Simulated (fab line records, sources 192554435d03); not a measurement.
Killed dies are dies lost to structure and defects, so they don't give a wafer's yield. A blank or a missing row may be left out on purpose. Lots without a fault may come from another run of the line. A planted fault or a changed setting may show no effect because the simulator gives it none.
Which tool did it? | flow n5_finfet | 24 lots, 72 wafers sampled, at 6 steps of a route of 1938

WHAT THE GAUGES READ, wafer by wafer
N5_BEOL_M6_RS_MEAS_57: measures by four-point-probe. Usual: M6_RS 0.283 ohm/sq, standard deviation 0.011.
lot  | measured     | on            | M6_RS (ohm/sq)    | flag
L075 | day 9 23:22  | film_metro-02 | 0.287 0.273 0.268 |
L077 | day 10 09:31 | film_metro-01 | 0.272 0.275 0.279 |
L074 | day 10 12:13 | film_metro-01 | 0.286 0.292 0.306 |
L076 | day 10 12:44 | film_metro-02 | 0.298 0.289 0.306 |
L079 | day 11 10:23 | film_metro-01 | 0.302 0.293 0.280 |
L078 | day 11 14:04 | film_metro-01 | 0.280 0.283 0.284 |
L081 | day 11 19:20 | film_metro-01 | 0.274 0.273 0.270 |
L080 | day 12 03:39 | film_metro-01 | 0.279 0.315 0.287 |
L083 | day 12 15:32 | film_metro-02 | 0.286 0.284 0.269 |
L082 | day 13 01:41 | film_metro-01 | 0.272 0.278 0.274 |
L084 | day 13 01:38 | film_metro-01 | 0.284 0.285 0.310 |
L085 | day 13 06:03 | film_metro-02 | 0.286 0.274 0.278 |
L086 | day 13 08:32 | film_metro-01 | 0.276 0.284 0.263 |
L087 | day 13 10:52 | film_metro-02 | 0.280 0.300 0.282 |
L088 | day 14 05:23 | film_metro-02 | 0.279 0.302 0.267 |
L090 | day 14 08:41 | film_metro-02 | 0.296 0.286 0.291 |
L089 | day 14 09:00 | film_metro-02 | 0.283 0.292 0.277 |
L091 | day 14 13:35 | film_metro-01 | 0.278 0.288 0.274 |
L092 | day 14 19:50 | film_metro-01 | 0.280 0.281 0.274 |
L093 | day 14 21:05 | film_metro-01 | 0.270 0.278 0.280 |
L097 | day 15 04:58 | film_metro-01 | 0.282 0.270 0.276 |
L094 | day 15 13:15 | film_metro-01 | 0.268 0.274 0.273 |
L095 | day 15 20:29 | film_metro-01 | 0.283 0.278 0.293 |
L096 | day 16 01:32 | film_metro-02 | 0.282 0.284 0.291 |

WHICH TOOL RAN EACH LOT (tool, then ch and the chambers of the sampled wafers, then the start)
lot  | N5_BEOL_M6_STRIP_19                | N5_BEOL_M6_DEGAS_44          | N5_BEOL_M6_SURFACE_TREAT_79  | N5_BEOL_M6_SPUTTER_48        | N5_BEOL_M6_ANNEAL_51
L075 | rie_diel-03 ch 0,1,3, day 9 16:48  | pvd_sputter-02, day 9 20:52  | pvd_sputter-01, day 9 21:23  | pvd_sputter-01, day 9 21:35  | rtp_anneal-02 ch 0, day 9 22:38
L077 | rie_diel-02 ch 0,1,3, day 10 03:18 | pvd_sputter-02, day 10 07:35 | pvd_sputter-02, day 10 07:59 | pvd_sputter-02, day 10 08:13 | rtp_anneal-02 ch 0, day 10 08:47
L074 | rie_diel-02 ch 0,1,3, day 10 06:29 | pvd_sputter-02, day 10 08:17 | pvd_sputter-01, day 10 08:43 | pvd_sputter-02, day 10 10:39 | rtp_anneal-02 ch 0, day 10 11:35
L076 | rie_diel-03 ch 2,3, day 10 07:07   | pvd_sputter-03, day 10 10:40 | pvd_sputter-02, day 10 11:04 | pvd_sputter-02, day 10 11:19 | rtp_anneal-02 ch 0, day 10 12:05
L079 | rie_diel-02 ch 0,2, day 11 05:23   | pvd_sputter-02, day 11 08:26 | pvd_sputter-02, day 11 09:02 | pvd_sputter-02, day 11 09:13 | rtp_anneal-02 ch 0, day 11 09:29
L078 | rie_diel-03 ch 1,2,3, day 11 08:14 | pvd_sputter-02, day 11 12:01 | pvd_sputter-02, day 11 12:29 | pvd_sputter-01, day 11 12:50 | rtp_anneal-02 ch 0, day 11 13:23
L081 | rie_diel-02 ch 1,2,3, day 11 13:37 | pvd_sputter-02, day 11 15:52 | pvd_sputter-02, day 11 16:20 | pvd_sputter-02, day 11 18:16 | rtp_anneal-02 ch 0, day 11 18:37
L080 | rie_diel-05 ch 0,3, day 11 23:08   | pvd_sputter-02, day 12 02:06 | pvd_sputter-02, day 12 02:30 | pvd_sputter-02, day 12 02:42 | rtp_anneal-01 ch 0, day 12 02:55
L083 | rie_diel-03 ch 1,2,3, day 12 08:56 | pvd_sputter-01, day 12 11:51 | pvd_sputter-01, day 12 14:08 | pvd_sputter-01, day 12 14:22 | rtp_anneal-02 ch 0, day 12 14:51
L082 | rie_diel-02 ch 0,1,3, day 12 16:22 | pvd_sputter-02, day 12 23:16 | pvd_sputter-02, day 13 00:05 | pvd_sputter-02, day 13 00:34 | rtp_anneal-02 ch 0, day 13 00:56
L084 | rie_diel-03 ch 2,3, day 12 16:56   | pvd_sputter-02, day 12 23:20 | pvd_sputter-02, day 12 23:58 | pvd_sputter-01, day 13 00:31 | rtp_anneal-01 ch 0, day 13 00:55
L085 | rie_diel-02 ch 0,1,2, day 13 00:50 | pvd_sputter-03, day 13 04:31 | pvd_sputter-03, day 13 04:55 | pvd_sputter-03, day 13 05:07 | rtp_anneal-01 ch 0, day 13 05:22
L086 | rie_diel-05 ch 0,1,3, day 13 01:29 | pvd_sputter-02, day 13 06:58 | pvd_sputter-02, day 13 07:23 | pvd_sputter-03, day 13 07:34 | rtp_anneal-02 ch 0, day 13 07:49
L087 | rie_diel-05 ch 2,3, day 13 05:21   | pvd_sputter-02, day 13 07:44 | pvd_sputter-01, day 13 08:08 | pvd_sputter-03, day 13 09:53 | rtp_anneal-02 ch 0, day 13 10:06
L088 | rie_diel-02 ch 0,2,3, day 13 21:29 | pvd_sputter-01, day 14 01:49 | pvd_sputter-03, day 14 03:55 | pvd_sputter-03, day 14 04:07 | rtp_anneal-02 ch 0, day 14 04:40
L090 | rie_diel-02 ch 2,3, day 14 05:10   | pvd_sputter-01, day 14 06:55 | pvd_sputter-02, day 14 07:22 | pvd_sputter-02, day 14 07:43 | rtp_anneal-01 ch 0, day 14 08:00
L089 | rie_diel-05 ch 0,1, day 14 05:19   | pvd_sputter-03, day 14 07:23 | pvd_sputter-02, day 14 07:48 | pvd_sputter-02, day 14 08:04 | rtp_anneal-02 ch 0, day 14 08:16
L091 | rie_diel-02 ch 0,1,2, day 14 10:08 | pvd_sputter-01, day 14 11:49 | pvd_sputter-02, day 14 12:14 | pvd_sputter-02, day 14 12:25 | rtp_anneal-01 ch 0, day 14 12:58
L092 | rie_diel-02 ch 0,1,2, day 14 16:08 | pvd_sputter-02, day 14 18:03 | pvd_sputter-02, day 14 18:35 | pvd_sputter-02, day 14 18:49 | rtp_anneal-02 ch 0, day 14 19:06
L093 | rie_diel-03 ch 1,2, day 14 16:42   | pvd_sputter-02, day 14 19:03 | pvd_sputter-02, day 14 19:41 | pvd_sputter-02, day 14 19:57 | rtp_anneal-01 ch 0, day 14 20:13
L097 | rie_diel-05 ch 0,2, day 14 23:31   | pvd_sputter-03, day 15 03:04 | pvd_sputter-02, day 15 03:29 | pvd_sputter-01, day 15 03:47 | rtp_anneal-02 ch 0, day 15 04:17
L094 | rie_diel-05 ch 1,2,3, day 15 08:02 | pvd_sputter-01, day 15 11:28 | pvd_sputter-02, day 15 11:55 | pvd_sputter-01, day 15 12:11 | rtp_anneal-02 ch 0, day 15 12:38
L095 | rie_diel-03 ch 1,2,3, day 15 15:10 | pvd_sputter-01, day 15 17:28 | pvd_sputter-01, day 15 18:11 | pvd_sputter-03, day 15 19:32 | rtp_anneal-02 ch 0, day 15 19:44
L096 | rie_diel-02 ch 0,1,2, day 15 17:45 | pvd_sputter-01, day 15 23:29 | pvd_sputter-01, day 15 23:56 | pvd_sputter-03, day 16 00:23 | rtp_anneal-02 ch 0, day 16 00:50
- N5_BEOL_M6_STRIP_19: strips in O2.
- N5_BEOL_M6_DEGAS_44: time 60 s.
- N5_BEOL_M6_SURFACE_TREAT_79
- N5_BEOL_M6_SPUTTER_48: material Cu, target thk 10 nm, time 1.667 s.
- N5_BEOL_M6_ANNEAL_51: time 90 s.

WHAT THE TOOLS THEMSELVES READ (means of the sampled wafers that have a number; where no wafer has one, the mark that the record gives instead)
N5_BEOL_M6_STRIP_19. Usual: drypump_motor_current_A 5.7 A, standard deviation 0.39; oes_product_au 0.80 a.u., standard deviation 0.082; rf_vpp_V 3.6 V, standard deviation 0.62; showerhead_plenum_p_Torr 2.12 Torr, standard deviation 0.071; throttle_valve_pct 16.72 %, standard deviation 0.2.
lot  | tool        | drypump_motor_current_A (A) | oes_product_au (a.u.) | rf_vpp_V (V) | showerhead_plenum_p_Torr (Torr) | throttle_valve_pct (%) | flag
L075 | rie_diel-03 | 5.6                         | 0.77                  | 4.1          | 2.13                            | 16.88                  |
L077 | rie_diel-02 | 5.7                         | 0.81                  | 3.8          | 2.13                            | 16.71                  |
L074 | rie_diel-02 | 5.7                         | 0.81                  | 4.3          | 2.13                            | 16.71                  |
L076 | rie_diel-03 | 5.7                         | 0.90                  | 3.4          | 2.13                            | 16.58                  |
L079 | rie_diel-02 | 5.8                         | 0.81                  | 3.6          | 2.21                            | 16.69                  |
L078 | rie_diel-03 | 5.5                         | 0.93                  | 3.2          | 2.14                            | 16.53                  |
L081 | rie_diel-02 | 5.5                         | 0.76                  | 3.6          | 2.11                            | 16.73                  |
L080 | rie_diel-05 | 5.6                         | 0.69                  | 3.4          | 2.16                            | 16.83                  |
L083 | rie_diel-03 | 5.5                         | 0.89                  | 3.5          | 2.13                            | 16.56                  |
L082 | rie_diel-02 | 5.7                         | 0.78                  | 3.7          | 2.12                            | 16.75                  |
L084 | rie_diel-03 | 5.4                         | 0.85                  | 3.2          | 2.12                            | 16.49                  |
L085 | rie_diel-02 | 5.7                         | 0.80                  | 3.9          | 2.18                            | 16.63                  |
L086 | rie_diel-05 | 5.7                         | 0.72                  | 4.2          | 2.11                            | 16.79                  |
L087 | rie_diel-05 | 6.2                         | 0.77                  | 3.9          | 2.09                            | 16.97                  |
L088 | rie_diel-02 | 5.8                         | 0.75                  | 3.6          | 2.13                            | 16.84                  |
L090 | rie_diel-02 | 5.6                         | 0.71                  | 3.9          | 2.05                            | 16.96                  |
L089 | rie_diel-05 | 5.8                         | 0.76                  | 3.6          | 2.05                            | 16.63                  |
L091 | rie_diel-02 | 5.7                         | 0.79                  | 3.4          | 2.18                            | 16.67                  |
L092 | rie_diel-02 | 5.7                         | 0.80                  | 3.4          | 2.18                            | 16.67                  |
L093 | rie_diel-03 | 5.4                         | 0.89                  | 3.4          | 2.13                            | 16.55                  |
L097 | rie_diel-05 | 6.3                         | 0.76                  | 3.6          | 2.08                            | 16.88                  |
L094 | rie_diel-05 | 6.0                         | 0.86                  | 3.3          | 2.07                            | 16.71                  |
L095 | rie_diel-03 | 5.5                         | 0.85                  | 3.7          | 2.12                            | 16.60                  |
L096 | rie_diel-02 | 5.7                         | 0.78                  | 3.3          | 2.17                            | 16.69                  |

N5_BEOL_M6_DEGAS_44. Usual: heater_power_w 320 W, standard deviation 20.
lot  | tool           | heater_power_w (W) | flag
L075 | pvd_sputter-02 | 292                |
L077 | pvd_sputter-02 | 307                |
L074 | pvd_sputter-02 | 307                |
L076 | pvd_sputter-03 | 336                |
L079 | pvd_sputter-02 | 311                |
L078 | pvd_sputter-02 | 302                |
L081 | pvd_sputter-02 | 294                |
L080 | pvd_sputter-02 | 309                |
L083 | pvd_sputter-01 | 336                |
L082 | pvd_sputter-02 | 310                |
L084 | pvd_sputter-02 | 317                |
L085 | pvd_sputter-03 | 327                |
L086 | pvd_sputter-02 | 321                |
L087 | pvd_sputter-02 | 308                |
L088 | pvd_sputter-01 | 345                |
L090 | pvd_sputter-01 | 335                |
L089 | pvd_sputter-03 | 321                |
L091 | pvd_sputter-01 | 339                |
L092 | pvd_sputter-02 | 315                |
L093 | pvd_sputter-02 | 298                |
L097 | pvd_sputter-03 | 342                |
L094 | pvd_sputter-01 | 332                |
L095 | pvd_sputter-01 | 339                |
L096 | pvd_sputter-01 | 327                |

N5_BEOL_M6_SPUTTER_48. Usual: bias_v 60.0 V, standard deviation 0.57; throttle_valve_pct 30.0 %, standard deviation 0.67.
lot  | tool           | bias_v (V) | throttle_valve_pct (%) | flag
L075 | pvd_sputter-01 | 60.4       | 30.2                   |
L077 | pvd_sputter-02 | 60.7       | 29.7                   |
L074 | pvd_sputter-02 | 60.4       | 30.7                   |
L076 | pvd_sputter-02 | 60.4       | 30.0                   |
L079 | pvd_sputter-02 | 59.9       | 30.0                   |
L078 | pvd_sputter-01 | 60.0       | 30.4                   |
L081 | pvd_sputter-02 | 60.2       | 30.3                   |
L080 | pvd_sputter-02 | 60.0       | 30.4                   |
L083 | pvd_sputter-01 | 60.6       | 30.2                   |
L082 | pvd_sputter-02 | 60.4       | 30.3                   |
L084 | pvd_sputter-01 | 59.5       | 30.0                   |
L085 | pvd_sputter-03 | 59.7       | 29.9                   |
L086 | pvd_sputter-03 | 60.0       | 29.4                   |
L087 | pvd_sputter-03 | 59.4       | 29.6                   |
L088 | pvd_sputter-03 | 59.7       | 29.3                   |
L090 | pvd_sputter-02 | 60.4       | 29.6                   |
L089 | pvd_sputter-02 | 60.2       | 29.9                   |
L091 | pvd_sputter-02 | 60.1       | 29.9                   |
L092 | pvd_sputter-02 | 59.8       | 29.6                   |
L093 | pvd_sputter-02 | 60.5       | 29.7                   |
L097 | pvd_sputter-01 | 60.1       | 30.0                   |
L094 | pvd_sputter-01 | 59.4       | 30.1                   |
L095 | pvd_sputter-03 | 59.4       | 30.0                   |
L096 | pvd_sputter-03 | 59.7       | 29.6                   |

N5_BEOL_M6_ANNEAL_51. Usual: wafer_temp_C_max 226.13, standard deviation 0.29.
lot  | tool          | wafer_temp_C_max | flag
L075 | rtp_anneal-02 | 226.20           |
L077 | rtp_anneal-02 | 225.96           |
L074 | rtp_anneal-02 | 226.08           |
L076 | rtp_anneal-02 | 226.24           |
L079 | rtp_anneal-02 | 226.09           |
L078 | rtp_anneal-02 | 226.15           |
L081 | rtp_anneal-02 | 226.40           |
L080 | rtp_anneal-01 | 225.79           |
L083 | rtp_anneal-02 | 226.04           |
L082 | rtp_anneal-02 | 226.13           |
L084 | rtp_anneal-01 | 225.91           |
L085 | rtp_anneal-01 | 225.94           |
L086 | rtp_anneal-02 | 226.30           |
L087 | rtp_anneal-02 | 226.04           |
L088 | rtp_anneal-02 | 226.35           |
L090 | rtp_anneal-01 | 225.92           |
L089 | rtp_anneal-02 | 226.58           |
L091 | rtp_anneal-01 | 226.15           |
L092 | rtp_anneal-02 | 226.40           |
L093 | rtp_anneal-01 | 226.09           |
L097 | rtp_anneal-02 | 226.08           |
L094 | rtp_anneal-02 | 226.24           |
L095 | rtp_anneal-02 | 226.35           |
L096 | rtp_anneal-02 | 226.32           |

THE ANSWER, worked out from the rows above alone
Rule: a lot is off if the mean of its wafers that have a number lies more than 3 standard deviations from the usual mean. A lot without any number at a reading at which 4 lots or more have one is off too. The other lots that the step has rows for count as sound. The gauges are gone through in route order, then the tools' own readings, and for those a lot's mean is taken as printed above. The first step at which some lot is off is used, and at that step the reading that is off furthest; a lot without a number counts as furthest.
No lot is off at any reading shown: from this, nothing can be told.

WHAT THE SIMULATOR HAD PUT IN
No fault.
